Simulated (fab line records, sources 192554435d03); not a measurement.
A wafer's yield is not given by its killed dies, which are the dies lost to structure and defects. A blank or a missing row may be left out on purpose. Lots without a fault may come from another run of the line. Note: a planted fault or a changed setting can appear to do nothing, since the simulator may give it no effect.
fab line records	flow n5Finfet
record: lots: 6	wafers: 17	lastDay: 17
route steps=1938 shown BEOL_M10@1497 PASSIVATION@1936
lots that met no fault: from a run of the same line without faults
startH: the number of hours between the record's first day and the start of the first shown wafer of the lot	waitH: hours elapsed since this lot's preceding step	" the same as in the row above	L1.1+2: several wafers, shown together as one row	- no value present, or no start provided	* or withheld: withheld	< > ~ a bound
route shown NAME@n: NAME is a module with steps in the file, n the number in the route of the first one	usual: mean/standard deviation of fault-free wafers	same: alike in all rows	chamber/n: place in a boat	sites: per-site readings	_std_site: the values' standard deviation	_edge_site: outer sites' mean less inner sites'	radiusMm: for every site, how far away it sits from the centre of the wafer	mask NAME#n: copy n	behind: the most recent tool/chamber to have shaped the wafer	hold: why the lot was held/for how many hours/how that ended	device: whichever transistor did not switch (one of n, p or np)	end of line: the tests these same wafers got at the end of their route	a step without rows: its recipe alone	killed: dies that structure and defects cost at the first sort, which is not the same as the wafer's yield	map: the dies of a wafer, with x for killed, . for not killed, _ for no die there
set.NAME: the run value of the setting; set.NAME@STEP: its run value at that earlier step	model.NAME: the simulator's own value behind a step, which no gauge read
lots seen at some steps along the route; tables by step, rows by wafer
services: the hour from which a tool's chamber was out of use, counted from the record's first day as startH (under 0 if before that day), plus the number of hours and why
== steps ==
step: N5_BEOL_M10_EBR_24
recipe: solvent: PGMEA	ebrWidthMm: 1.5
step: N5_BEOL_M10_SOFTBAKE_23
recipe: tempC: 110	timeS: 60	resist: CAR-ArF
step: N5_BEOL_M10_EXPOSE_25
recipe: maskId: V9	na: 1.35	sourceShape: annular	sigmaInner: 0.5	sigmaOuter: 0.8	polarization: unpolarized	doseMj: 85.5
step: N5_BEOL_M10_PEB_26
recipe: pebTempC: withheld	pebTimeS: 60	resist: CAR-ArF
step: N5_BEOL_M10_DEVELOP_27
recipe: developTimeS: 30	developer: TMAH	resist: CAR-ArF	rinseLiquid: diw	dry: airSpin	devTempC: 23
step: N5_BEOL_M10_CD_MEAS_28
recipe: targetCdNm: 70	landingEnergyEv: 500	detector: seInlens	polarity: opening
usual: cdNm: 69.4/1.3
lot.wafer	tool	chamber	startH	waitH	cdNm
L958.3	cdSem-03	0	233.81	-	70.1
L958.4	"	0	"	"	69.3
L958.6	"	0	"	"	68.5
L961.3	cdSem-01	0	249.96	-	66.8
L961.5	"	0	"	"	68.0
L961.6	"	0	"	"	66.3
L970.1	cdSem-03	0	299.78	-	67.2
L970.2	"	0	"	"	68.6
L970.5	"	0	"	"	66.7
L969.2	cdSem-03	0	303.53	-	70.6
L969.5	"	0	"	"	71.5
L972.1	cdSem-03	0	315.32	-	68.0
L972.4	"	0	"	"	68.3
L972.6	"	0	"	"	68.2
L977.1	cdSem-02	0	352.37	-	69.8
L977.3	"	0	"	"	70.0
L977.5	"	0	"	"	70.1
step: N5_BEOL_M10_OVL_MEAS_29
recipe: pointsPerWafer: 44
usual: V9_OVL: 0.6/0.66
lot.wafer	tool	chamber	startH	waitH	V9_OVL[nm]
L958.3	overlay-02	0	233.84	0.0	0.7
L958.4	"	0	"	"	1.1
L958.6	"	0	"	"	0.9
L961.3	overlay-02	0	249.99	0.0	0.3
L961.5	"	0	"	"	1.4
L961.6	"	0	"	"	0.2
L970.1	overlay-02	0	299.81	0.0	0.7
L970.2	"	0	"	"	0.1
L970.5	"	0	"	"	0.9
L969.2	overlay-01	0	303.56	0.0	0.6
L969.5	"	0	"	"	0.0
L972.1	overlay-01	0	315.35	0.0	-0.1
L972.4	"	0	"	"	1.4
L972.6	"	0	"	"	0.2
L977.1	overlay-01	0	352.40	0.0	1.3
L977.3	"	0	"	"	0.7
L977.5	"	0	"	"	1.5
step: N5_BEOL_M10_INSPECT_30
recipe: mode: adi	inspectInstrument: brightfield
usual: rawDefectCount: 416/100
lot.wafer	tool	chamber	startH	waitH	rawDefectCount
L958.3	defectInspect-01	-	233.87	0.0	388
L958.4	"	-	"	"	435
L958.6	"	-	"	"	400
L961.3	defectInspect-02	-	250.02	0.0	306
L961.5	"	-	"	"	332
L961.6	"	-	"	"	466
L970.1	defectInspect-02	-	299.83	0.0	482
L970.2	"	-	"	"	360
L970.5	"	-	"	"	589
L969.2	defectInspect-02	-	303.59	0.0	236
L969.5	"	-	"	"	390
L972.1	defectInspect-02	-	315.37	0.0	452
L972.4	"	-	"	"	582
L972.6	"	-	"	"	653
L977.1	defectInspect-01	-	352.42	0.0	309
L977.3	"	-	"	"	400
L977.5	"	-	"	"	407
step: N5_BEOL_M10_DESCUM_33
recipe: chemistry: O2	timeS: 7.9	sourcePowerW: 50	biasPowerW: 20	pressureMtorr: 20	rfFrequencyHz: 2.712e+07	tempC: 40	resist: CAR-ArF	o2FlowSccm: 225
usual: drypumpMotorCurrentA: 5.6/0.46	oesProductAu: 0.78/0.088	rfVppV: 243.4/1.6	showerheadPlenumPTorr: 2.11/0.084	throttleValvePct: 20.40/0.22
lot.wafer	tool	chamber	startH	waitH	drypumpMotorCurrentA	oesProductAu	rfHoursCounterH	rfVppV	showerheadPlenumPTorr	throttleValvePct
L958.3	rieDiel-03	0	234.24	0.4	6.3	0.69	210	243.5	2.16	20.79
L958.4	"	1	"	"	5.2	0.85	78	246.0	2.20	20.09
L958.6	"	3	"	"	5.6	0.66	-	243.6	2.12	20.69
L961.3	rieDiel-04	1	250.82	0.8	5.8	0.89	35	241.0	2.04	20.31
L961.5	"	0	"	"	5.6	0.85	-	244.2	2.22	20.38
L961.6	"	3	"	"	5.1	0.71	-	243.0	1.99	20.48
L970.1	rieDiel-03	1	300.15	0.3	5.2	0.82	107	245.4	2.19	20.15
L970.2	"	2	"	"	6.1	0.72	206	241.8	1.98	20.44
L970.5	"	2	"	"	6.0	0.73	-	241.0	1.98	20.43
L969.2	rieDiel-03	1	303.64	0.1	5.2	0.81	108	245.6	2.19	20.14
L969.5	"	1	"	"	5.2	0.81	-	244.2	2.19	20.14
L972.1	rieDiel-04	2	315.41	0.0	5.1	0.80	87	244.9	2.16	20.00
L972.4	"	1	"	"	5.8	0.86	58	241.7	2.04	20.34
L972.6	"	2	"	"	5.1	0.80	-	244.8	2.16	20.01
L977.1	rieDiel-04	2	352.75	0.3	5.1	0.78	100	246.7	2.16	20.01
L977.3	"	1	"	"	5.9	0.85	70	241.1	2.03	20.36
L977.5	"	3	"	"	5.0	0.70	-	240.5	1.98	20.54
step: N5_BEOL_M10_ETCH_65
recipe: chemistry: CF4	target: SiARC	targetDepthA: 390	maskMaterial: CAR-ArF	timeS: 65	ionEnergyEv: 80	pressureMtorr: 40	sourceW: 545	biasW: 36	Ar_flow_sccm: 100	cf4FlowSccm: 100	ends: cleared
usual: drypumpMotorCurrentA: 5.6/0.46	etchRfOnTimeS: 64.1/2.2	oesProductAu: 0.67/0.075	rfVppV: 184.4/1.3	showerheadPlenumPTorr: 2.18/0.091	throttleValvePct: 15.68/0.22
lot.wafer	tool	chamber	startH	waitH	drypumpMotorCurrentA	etchRfOnTimeS	oesProductAu	rfHoursCounterH	rfVppV	showerheadPlenumPTorr	throttleValvePct
L958.3	rieDiel-03	0	234.28	0.0	6.3	67.3	0.59	210	186.6	2.21	15.96
L958.4	"	1	"	"	5.2	60.7	0.75	78	184.9	2.27	15.50
L958.6	"	3	"	"	5.6	67.4	0.56	-	184.7	2.22	16.23
L961.3	rieDiel-04	1	250.86	0.0	5.8	64.6	0.77	35	181.8	2.08	15.39
L961.5	"	0	"	"	5.5	66.9	0.72	-	184.9	2.28	15.66
L961.6	"	3	"	"	5.0	62.2	0.62	-	184.7	2.05	15.78
L970.1	rieDiel-03	1	300.19	0.0	5.2	62.3	0.70	107	185.9	2.26	15.54
L970.2	"	2	"	"	6.0	63.6	0.63	206	183.9	2.04	15.70
L970.5	"	2	"	"	6.0	63.7	0.62	-	182.1	2.04	15.70
L969.2	rieDiel-03	1	303.68	0.0	5.2	61.3	0.71	109	185.1	2.26	15.54
L969.5	"	1	"	"	5.2	61.5	0.70	-	183.3	2.26	15.54
L972.1	rieDiel-04	2	315.44	0.0	5.1	60.2	0.70	87	185.2	2.26	15.46
L972.4	"	1	"	"	5.8	64.8	0.73	58	182.8	2.07	15.44
L972.6	"	2	"	"	5.1	60.5	0.71	-	186.1	2.26	15.46
L977.1	rieDiel-04	2	352.79	0.0	5.1	59.6	0.69	100	185.5	2.26	15.47
L977.3	"	1	"	"	5.8	64.5	0.72	70	183.3	2.07	15.45
L977.5	"	3	"	"	5.0	61.9	0.59	-	181.3	2.04	15.82
step: N5_BEOL_M10_ETCH_66
recipe: chemistry: N2/H2	target: SOC	targetDepthA: 1200	overetchA: 240	maskMaterial: SiARC	tempC: 40	timeS: 180	ionEnergyEv: 200	pressureMtorr: 30	sourceW: 840	biasW: 150	n2FlowSccm: 200	h2FlowSccm: 200
usual: drypumpMotorCurrentA: 5.6/0.46	h2FlowSccm: 200.0/0.57	oesProductAu: 0.63/0.069	rfVppV: 525/3.2	showerheadPlenumPTorr: 2.58/0.11	throttleValvePct: 17.89/0.28
lot.wafer	tool	chamber	startH	waitH	drypumpMotorCurrentA	h2FlowSccm	oesProductAu	rfHoursCounterH	rfVppV	showerheadPlenumPTorr	throttleValvePct
L958.3	rieDiel-03	0	234.33	0.0	6.3	200.6	0.57	210	526	2.64	18.30
L958.4	"	1	"	"	5.2	199.7	0.67	78	528	2.67	17.36
L958.6	"	3	"	"	5.6	199.9	0.55	-	526	2.60	18.23
L961.3	rieDiel-04	1	250.91	0.0	5.8	200.3	0.73	35	520	2.48	17.71
L961.5	"	0	"	"	5.5	200.1	0.69	-	528	2.71	17.88
L961.6	"	3	"	"	5.1	199.5	0.56	-	522	2.44	18.06
L970.1	rieDiel-03	1	300.24	0.0	5.1	200.8	0.65	107	529	2.65	17.40
L970.2	"	2	"	"	6.0	200.2	0.59	206	521	2.40	17.77
L970.5	"	2	"	"	6.1	200.1	0.58	-	520	2.40	17.76
L969.2	rieDiel-03	1	303.73	0.0	5.2	199.3	0.65	109	528	2.65	17.42
L969.5	"	1	"	"	5.2	199.3	0.64	-	526	2.65	17.41
L972.1	rieDiel-04	2	315.49	0.0	5.1	199.9	0.64	87	529	2.65	17.53
L972.4	"	1	"	"	5.8	200.7	0.70	59	522	2.47	17.76
L972.6	"	2	"	"	5.1	199.7	0.63	-	528	2.65	17.52
L977.1	rieDiel-04	2	352.84	0.0	5.1	200.2	0.63	100	527	2.65	17.53
L977.3	"	1	"	"	5.8	200.0	0.69	70	522	2.46	17.79
L977.5	"	3	"	"	5.1	200.2	0.55	-	520	2.43	18.13
step: N5_BEOL_M10_STRIP_69
recipe: chemistry: N2/H2	tempC: 40	n2FlowSccm: 200	h2FlowSccm: 200	rfFrequencyHz: 6e+07
step: N5_BEOL_M10_VIA_ETCH_34
recipe: chemistry: C4F6/O2	target: SiCOH_lowk	targetDepthA: 1845	maskMaterial: SOC	taperDeg: 4	timeS: 69.2	ionEnergyEv: 250	pressureMtorr: 30	sourceW: 345	biasW: 185	Ar_flow_sccm: 300	C4F6_flow_sccm: 10	O2_flow_sccm: 10
usual: drypumpMotorCurrentA: 5.6/0.46	oesProductAu: 0.78/0.088	rfVppV: 674/19	showerheadPlenumPTorr: 2.89/0.12	throttleValvePct: 20.98/0.18
lot.wafer	tool	chamber	startH	waitH	drypumpMotorCurrentA	oesProductAu	rfHoursCounterH	rfVppV	showerheadPlenumPTorr	throttleValvePct	model.etch.depthNm	model.SOC_of_BEOL_M10_COAT_63.thkNm
L958.3	rieDiel-03	0	234.45	0.0	6.3	0.69	210	669	2.93	21.19	177.2	92
L958.4	"	1	"	"	5.2	0.87	78	687	3.01	20.71	194.8	91.4
L958.6	"	3	"	"	5.6	0.67	-	699	2.93	21.44	181.2	92.4
L961.3	rieDiel-04	1	251.03	0.0	5.9	0.90	35	639	2.79	20.85	186.2	91.6
L961.5	"	0	"	"	5.5	0.86	-	665	3.04	21.04	183.1	92
L961.6	"	3	"	"	5.0	0.72	-	655	2.72	21.04	192.1	91.2
L970.1	rieDiel-03	1	300.36	0.0	5.2	0.82	107	688	3.00	20.76	190.6	91.4
L970.2	"	2	"	"	6.0	0.73	206	669	2.71	20.95	186.8	91.4
L970.5	"	2	"	"	6.0	0.91	-	668	2.71	21.02	259.7	88.6
L969.2	rieDiel-03	1	303.85	0.0	5.2	0.83	109	687	2.99	20.77	193.1	91.2
L969.5	"	1	"	"	5.2	1.03	-	686	3.00	20.82	266.3	88
L972.1	rieDiel-04	2	315.62	0.0	5.1	0.81	87	683	3.01	20.84	195.4	92
L972.4	"	1	"	"	5.8	0.86	59	638	2.78	20.88	183.5	92.2
L972.6	"	2	"	"	5.1	0.82	-	683	3.01	20.84	196.1	91.8
L977.1	rieDiel-04	2	352.96	0.0	5.1	0.80	100	682	3.00	20.86	194.1	92.2
L977.3	"	1	"	"	5.8	0.83	70	639	2.77	20.90	183.1	92.2
L977.5	"	3	"	"	5.0	0.69	-	655	2.71	21.09	189.1	91.6
step: N5_BEOL_M10_STRIP_73
recipe: chemistry: C4F6/O2	resist: SiARC	rfFrequencyHz: 6e+07
step: N5_PASSIVATION_PROBE_49
usual: defectLimitedYield: 91.4/1.6	killed_at_M0_to_M3: 31/11	killed_at_M4_up: 14/5.7	killedAtContacts: 12/6	killedAtFrontEnd: 41/13	killedAtOther: 3.3/2.8	killedDies: 101/19	killedOpen: 67/14	killedShort: 33/8.2	sort_bin_4_leakage: 0.0/0.37	sort_bin_5_function: 5.0/1.1	sort_bin_6_memory: 3.3/0.74	sortNPass: 1078/20	sortYieldPct: 91.3/1.7
same: grossDies: 1180	killedAtBackSide: 0	sort_bin_8_speed[%]: 0
lot.wafer	tool	chamber	startH	waitH	defectLimitedYield[%]	killed_at_M0_to_M3	killed_at_M4_up	killedAtContacts	killedAtFrontEnd	killedAtOther	killedDies	killedOpen	killedShort	sort_bin_4_leakage[%]	sort_bin_5_function[%]	sort_bin_6_memory[%]	sortNPass	sortYieldPct[%]
L970.5	prober-01	-	364.80	0.2	91.3	33	8	10	52	0	103	71	32	0	5.1	3.4	1077	91.3
killed by level:class
L970.5 STI_FIN_REVEAL:geometricParticle:open=15 FIN_SAQP:geometricParticle:open=12 FIN_SAQP:geometricParticle:short=11 BEOL_M3:geometricParticle:open=11 MOL_CONTACT_COAG:geometricParticle:open=8 BEOL_M0_SAQP:geometricParticle:short=8 BEOL_M0_SAQP:geometricParticle:open=8 DUMMY_GATE:geometricParticle:open=6
== services ==
tool	chamber	startH	hours	kind
rieDiel-04	1	218.01	6.0	repair
rieDiel-03	3	280.33	-	clean
rieDiel-03	3	280.33	-	consumableReplace:focusRing
rieDiel-03	3	280.33	19.1	scheduledDown
rieDiel-03	3	280.33	19.1	ventCycle
rieDiel-03	0	334.66	-	clean
rieDiel-03	0	334.66	-	consumableReplace:focusRing
rieDiel-03	0	334.66	15.4	scheduledDown
rieDiel-03	0	334.66	15.4	ventCycle
== key ==
firstSign none at tools or gauges
modelEffect: step: N5_BEOL_M10_VIA_ETCH_34	value: etch.depthNm	without: 189.5	struck: 263
metAt N5_BEOL_M10_VIA_ETCH_34
struckWafers L969.5,L970.5
onsetBetween 234.45 300.36
fault: kind: processParameterDrift	tool: rieDiel-03	chamber: -	onsetH: 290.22	steps: N5_BEOL_M10_VIA_ETCH_34	channel: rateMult	offset: 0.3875	shape: step	endH: 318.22	scope: struckWafersOnly
